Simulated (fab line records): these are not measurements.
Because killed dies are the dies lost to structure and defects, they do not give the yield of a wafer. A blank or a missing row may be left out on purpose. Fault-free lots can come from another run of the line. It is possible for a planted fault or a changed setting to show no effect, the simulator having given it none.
Chamber matching :: flow n5-finfet :: 4 sister chambers for N5_BEOL_M4_STRIP_19 on rie-diel-03
The step strips in O2. 4 wafers are shown with their chamber, then 8 later ones without.

WAFERS WITH THEIR CHAMBER
wafer: L085.5
chamber: 1
showerhead-plenum-p-Torr (Torr): 2.12

wafer: L086.2
chamber: 3
showerhead-plenum-p-Torr (Torr): 2.13

wafer: L086.4
chamber: 2
showerhead-plenum-p-Torr (Torr): 1.91

wafer: L093.1
chamber: 0
showerhead-plenum-p-Torr (Torr): 2.08

WAFERS MISSING THEIR CHAMBER
wafer: L093.2
showerhead-plenum-p-Torr (Torr): 1.90

wafer: L093.5
showerhead-plenum-p-Torr (Torr): 2.08

wafer: L095.1
showerhead-plenum-p-Torr (Torr): 2.12

wafer: L095.2
showerhead-plenum-p-Torr (Torr): 2.11

wafer: L095.3
showerhead-plenum-p-Torr (Torr): 1.90

wafer: L095.4
showerhead-plenum-p-Torr (Torr): 2.12

wafer: L095.5
showerhead-plenum-p-Torr (Torr): 2.11

wafer: L095.6
showerhead-plenum-p-Torr (Torr): 1.90

EACH ONE'S CHAMBER
wafer: L093.2
from the rows above: 2
in truth: 2

wafer: L093.5
from the rows above: 0
in truth: 0

wafer: L095.1
from the rows above: can't be placed: 1 or 3
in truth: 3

wafer: L095.2
from the rows above: can't be placed: 1 or 3
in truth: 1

wafer: L095.3
from the rows above: 2
in truth: 2

wafer: L095.4
from the rows above: can't be placed: 1 or 3
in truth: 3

wafer: L095.5
from the rows above: can't be placed: 1 or 3
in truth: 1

wafer: L095.6
from the rows above: 2
in truth: 2
Correctly placed: 4 of 8. From these rows, 4 cannot be placed; in 4 the true chamber is one of the candidates. 0 placed wrongly.
How it was worked out, from the rows above alone: a wafer's distance from a chamber is the root of the sum, over the readings, of the square of ((its reading less the chamber's mean) divided by the reading's scatter). The wafer belongs to the nearest chamber; if the next one is less than 2 further off, it can't be placed. A chamber's mean is the mean of its shown wafers. The scatter: root of mean squared gap, hidden wafer to nearest shown wafer, with one shown wafer a chamber.
